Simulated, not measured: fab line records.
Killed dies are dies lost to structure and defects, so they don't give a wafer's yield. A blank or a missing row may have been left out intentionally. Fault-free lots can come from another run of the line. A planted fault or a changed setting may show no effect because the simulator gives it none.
Which tool is to blame? + flow nand harc + 12 lots with 36 wafers sampled at 6 steps, on a route of 1159 steps

## WHAT EACH GAUGE READ, for each wafer
NHARC_P_GATE_INSPECT_68.
| lot  | measured     | on                | raw defect count |
|------|--------------|-------------------|------------------|
| L466 | day 5 06:41  | defect inspect-01 | 176 116 152      |
| L467 | day 5 20:41  | defect inspect-02 | 163 175 125      |
| L470 | day 6 10:53  | defect inspect-02 | 207 209 220      |
| L469 | day 6 11:04  | defect inspect-02 | 176 209 179      |
| L471 | day 6 22:06  | defect inspect-02 | 425 442 461      |
| L479 | day 8 22:54  | defect inspect-02 | 1046 833 904     |
| L476 | day 9 01:28  | defect inspect-02 | 875 1030 1248    |
| L485 | day 10 04:02 | defect inspect-01 | 176 287 167      |
| L486 | day 10 04:59 | defect inspect-01 | 208 236 144      |
| L488 | day 10 21:06 | defect inspect-01 | 208 300 208      |
| L487 | day 10 21:27 | defect inspect-02 | 187 91 182       |
| L489 | day 11 03:58 | defect inspect-02 | 356 316 173      |

NHARC_END_SORT_01.
| lot  | measured     | on        | killed at array | killed at other | killed at periphery | killed dies | killed open | killed short |
|------|--------------|-----------|-----------------|-----------------|---------------------|-------------|-------------|--------------|
| L479 | day 22 07:37 | prober-01 | 43 45 35        | 0 0 0           | 76 78 58            | 119 123 93  | 3 2 7       | 1 3 1        |
| L476 | day 22 16:13 | prober-01 | 27 26 36        | 0 0 0           | 74 61 79            | 101 87 115  | 8 5 5       | 1 2 1        |

## TOOL THAT RAN EACH LOT (tool first, then ch and the chambers of the sampled wafers, then the start)
| lot  | NHARC_P_GATE_STRIP_75                | NHARC_P_CONTACT_DEP_30          | NHARC_P_CONTACT_DEP_00                     | NHARC_P_CONTACT_ETCH_31                       |
|------|--------------------------------------|---------------------------------|--------------------------------------------|-----------------------------------------------|
| L466 | plasma asher-01 ch 0,1, day 5 01:04  | pecvd-03 ch 0,1,2, day 5 06:47  | pecvd-03 ch 0,1,2, no start                | rie diel-05 ch 0,2, no start                  |
| L467 | plasma asher-02 ch 0,1, day 5 14:36  | pecvd-01 ch 0,1, day 5 20:49    | pecvd-01 ch 0,1, no start                  | rie diel-05 ch 0,1,3, no start                |
| L470 | plasma asher-01 ch 0,1, day 6 04:59  | pecvd-01 ch 1,2, day 6 10:59    | pecvd-01 ch 1,2, no start                  | rie diel-05 ch 0,3, no start                  |
| L469 | plasma asher-01 ch 0,1, day 6 05:26  | pecvd-04 ch 0,1, day 6 11:10    | pecvd-04 ch 0,1, no start                  | rie diel-13 ch 0,2, no start                  |
| L471 | plasma asher-01 ch 0,1, day 6 16:21  | pecvd-03 ch 0,1,2, day 6 22:10  | pecvd-03 ch 0,1,2, no start                | rie diel-13 ch 0,2,3, no start                |
| L479 | plasma asher-01 ch 0,1, day 8 16:30  | pecvd-03 ch 1, day 8 22:58      | pecvd-03 ch 1, day 8 23:19                 | rie diel-13 ch 1,2,3, day 22 07:37 or earlier |
| L476 | plasma asher-01 ch 0,1, day 8 18:58  | pecvd-04 ch 0,1,2, day 9 01:38  | pecvd-04 ch 0,1,2, day 22 16:13 or earlier | rie diel-13 ch 1,2,3, day 22 16:13 or earlier |
| L485 | plasma asher-02 ch 0,1, day 9 22:08  | pecvd-03 ch 0,1, day 10 04:06   | pecvd-03 ch 0,1, no start                  | rie diel-05 ch 0,1,2, no start                |
| L486 | plasma asher-02 ch 0,1, day 9 22:51  | pecvd-01 ch 0,1,2, day 10 05:04 | pecvd-01 ch 0,1,2, no start                | rie diel-13 ch 1,2, no start                  |
| L488 | plasma asher-02 ch 0,1, day 10 14:37 | pecvd-04 ch 0,1, day 10 21:13   | pecvd-04 ch 0,1, no start                  | rie diel-05 ch 1,2,3, no start                |
| L487 | plasma asher-02 ch 0,1, day 10 14:59 | pecvd-04 ch 0,1,2, day 10 21:42 | pecvd-04 ch 0,1,2, no start                | rie diel-13 ch 1,2,3, no start                |
| L489 | plasma asher-02 ch 0,1, day 10 22:13 | pecvd-03 ch 0,1, day 11 04:01   | pecvd-03 ch 0,1, no start                  | rie diel-13 ch 0,2,3, no start                |
- NHARC_P_GATE_STRIP_75: strips in O2.
- NHARC_P_CONTACT_DEP_30: deposits SiNx, target thk 30 nm.
- NHARC_P_CONTACT_DEP_00: deposits SiO2, target thk 500 nm.
- NHARC_P_CONTACT_ETCH_31: etches the open film in CH3F/O2, target depth 30 nm, time 85.7 s.

## WHAT THE TOOLS THEMSELVES READ (means of the sampled wafers that have a number; where no wafer has one, the mark that the record gives instead)
NHARC_P_GATE_STRIP_75.
| lot  | tool            | drypump motor current A (A) | heater power w (W) |
|------|-----------------|-----------------------------|--------------------|
| L466 | plasma asher-01 | 5.1                         | 299                |
| L467 | plasma asher-02 | 5.3                         | 328                |
| L470 | plasma asher-01 | 5.4                         | 313                |
| L469 | plasma asher-01 | 5.4                         | 313                |
| L471 | plasma asher-01 | 5.1                         | 304                |
| L479 | plasma asher-01 | 5.3                         | 321                |
| L476 | plasma asher-01 | 5.3                         | 317                |
| L485 | plasma asher-02 | 5.6                         | 323                |
| L486 | plasma asher-02 | 5.6                         | 324                |
| L488 | plasma asher-02 | 5.6                         | 323                |
| L487 | plasma asher-02 | 5.6                         | 328                |
| L489 | plasma asher-02 | 5.3                         | 317                |

NHARC_P_CONTACT_DEP_30.
| lot  | tool     | heater power w (W) |
|------|----------|--------------------|
| L466 | pecvd-03 | 752                |
| L467 | pecvd-01 | 672                |
| L470 | pecvd-01 | 690                |
| L469 | pecvd-04 | 781                |
| L471 | pecvd-03 | 759                |
| L479 | pecvd-03 | 793                |
| L476 | pecvd-04 | 741                |
| L485 | pecvd-03 | 701                |
| L486 | pecvd-01 | 671                |
| L488 | pecvd-04 | 834                |
| L487 | pecvd-04 | 720                |
| L489 | pecvd-03 | 717                |

NHARC_P_CONTACT_DEP_00.
| lot  | tool     | heater power w (W) | showerhead vpp V (V) | throttle valve pct (%) |
|------|----------|--------------------|----------------------|------------------------|
| L466 | pecvd-03 | 602                | 1923                 | 16.5                   |
| L467 | pecvd-01 | 481                | 1876                 | 15.9                   |
| L470 | pecvd-01 | 552                | 1861                 | 15.4                   |
| L469 | pecvd-04 | 613                | 1847                 | 16.6                   |
| L471 | pecvd-03 | 586                | 1886                 | 16.1                   |
| L479 | pecvd-03 | 634                | 1793                 | 15.7                   |
| L476 | pecvd-04 | 579                | 1809                 | 16.4                   |
| L485 | pecvd-03 | 537                | 1838                 | 15.9                   |
| L486 | pecvd-01 | 531                | 1865                 | 16.1                   |
| L488 | pecvd-04 | 622                | 1856                 | 16.6                   |
| L487 | pecvd-04 | 611                | 1827                 | 16.0                   |
| L489 | pecvd-03 | 533                | 1815                 | 16.0                   |

NHARC_P_CONTACT_ETCH_31.
| lot  | tool        | bias w (W) | ch3f flow sccm (sccm) | drypump motor current A (A) | oes product au (a.u.) | rf vpp V (V) | showerhead plenum p Torr (Torr) | throttle valve pct (%) |
|------|-------------|------------|-----------------------|-----------------------------|-----------------------|--------------|---------------------------------|------------------------|
| L466 | rie diel-05 | 99.76      | 49.90                 | 5.9                         | 0.979                 | 244.2        | 2.44                            | 20.661                 |
| L467 | rie diel-05 | 100.04     | 49.98                 | 6.0                         | 0.965                 | 243.5        | 2.42                            | 20.664                 |
| L470 | rie diel-05 | 100.16     | 49.84                 | 6.0                         | 0.988                 | 244.2        | 2.46                            | 20.663                 |
| L469 | rie diel-13 | 99.97      | 50.09                 | 5.9                         | 0.968                 | 244.0        | 2.42                            | 20.666                 |
| L471 | rie diel-13 | 100.13     | 50.03                 | 5.8                         | 0.981                 | 243.4        | 2.45                            | 20.660                 |
| L479 | rie diel-13 | 100.07     | 50.05                 | 5.5                         | 0.977                 | 243.3        | 2.43                            | 20.665                 |
| L476 | rie diel-13 | 99.97      | 49.94                 | 5.5                         | 0.977                 | 244.3        | 2.43                            | 20.674                 |
| L485 | rie diel-05 | 99.82      | 50.02                 | 6.0                         | 0.960                 | 242.8        | 2.40                            | 20.665                 |
| L486 | rie diel-13 | 99.85      | 50.08                 | 5.7                         | 0.976                 | 244.5        | 2.49                            | 20.660                 |
| L488 | rie diel-05 | 100.14     | 50.02                 | 6.1                         | 0.992                 | 244.1        | 2.44                            | 20.661                 |
| L487 | rie diel-13 | 100.30     | 50.13                 | 5.5                         | 0.983                 | 243.7        | 2.43                            | 20.665                 |
| L489 | rie diel-13 | 99.85      | 49.90                 | 5.8                         | 0.975                 | 244.0        | 2.45                            | 20.649                 |

## THE ANSWER, worked out from the rows above alone
Rule: what is usual is taken from the lots themselves. The widest of any qualifying gaps counts: lots, ordered by their means at a reading, are off when they make up no more than a third of the lots, leave a main group of 4 or more, and stand apart from it by 3 or more times the standard deviation of that group's means. If all means in a main group match to the digits the tables above print for the reading, that group is not used. Also off: a lot with no number at a reading for which 4 or more lots have one. Any other lot the step has rows for is counted as sound. After the gauges, taken in route order, come the tools' own readings; for these a lot's mean is taken, as printed above. At the first step where some lot is off, the reading lying furthest off is the one used; lots without a number count as furthest.
Off, at NHARC_P_GATE_INSPECT_68 on raw defect count: L479, L476. The main group has a mean of 222 with a standard deviation of 83.
If a tool, at a process step before that reading, ran all the lots that are off and no sound lot after the first of them, it fits. Those tools and the gauges at NHARC_P_GATE_INSPECT_68 are tried in the same way. One fits: plasma asher-01 at NHARC_P_GATE_STRIP_75. A fault onset in the window from L471 (day 6 16:21, its last sound lot) to L479 (day 8 16:30, its first lot off) fits.

## WHAT WAS PUT IN BY THE SIMULATOR
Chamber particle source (plasma asher-01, NHARC_P_GATE_STRIP_75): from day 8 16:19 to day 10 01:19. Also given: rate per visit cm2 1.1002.
Struck lots among those shown: L479, L476. This agrees with what the rule above found.
